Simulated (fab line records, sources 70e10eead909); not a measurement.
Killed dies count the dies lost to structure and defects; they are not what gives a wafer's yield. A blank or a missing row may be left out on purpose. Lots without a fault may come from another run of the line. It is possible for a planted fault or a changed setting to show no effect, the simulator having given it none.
Matching of chambers | flow nand harc | NHARC_A_CONTACT_DEP_58 on pecvd-01 has 3 sister chambers
The step deposits SiON, target thk 90 nm. 3 wafers are shown with their chamber, then 10 later ones without.

## EACH WAFER AND ITS CHAMBER
wafer  | chamber | heater power w (W)
L086.4 | 1       | 876
L088.2 | 0       | 643
L088.3 | 2       | 783

## WAFERS MISSING THEIR CHAMBER
wafer  | heater power w (W)
L088.5 | 656
L089.3 | 778
L089.5 | 721
L089.6 | 779
L093.1 | 626
L093.2 | 712
L093.5 | 849
L097.1 | 772
L097.3 | 676
L097.5 | 663

## WHICH CHAMBER EACH ONE RAN IN
wafer  | from the rows above     | in truth
L088.5 | 0                       | 0
L089.3 | 2                       | 2
L089.5 | can't be placed: 2 or 0 | 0
L089.6 | 2                       | 2
L093.1 | 0                       | 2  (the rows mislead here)
L093.2 | can't be placed: 0 or 2 | 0
L093.5 | can't be placed: 1 or 2 | 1
L097.1 | 2                       | 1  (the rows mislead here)
L097.3 | 0                       | 0
L097.5 | 0                       | 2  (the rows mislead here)
Correct placement for 4 of the 10. These rows do not allow placing 3 (true chamber among the candidates in 3). Number placed wrongly: 3.
How it was worked out, from the rows above alone: a wafer's distance from a chamber is the root of the sum, over the readings, of the square of ((its reading less the chamber's mean) divided by the reading's scatter). The wafer belongs to the nearest chamber; if the next one is less than 2 further off, it can't be placed. The mean given for a chamber averages the wafers shown for that chamber. The scatter: root of mean squared gap, hidden wafer to nearest shown wafer, with one shown wafer a chamber.
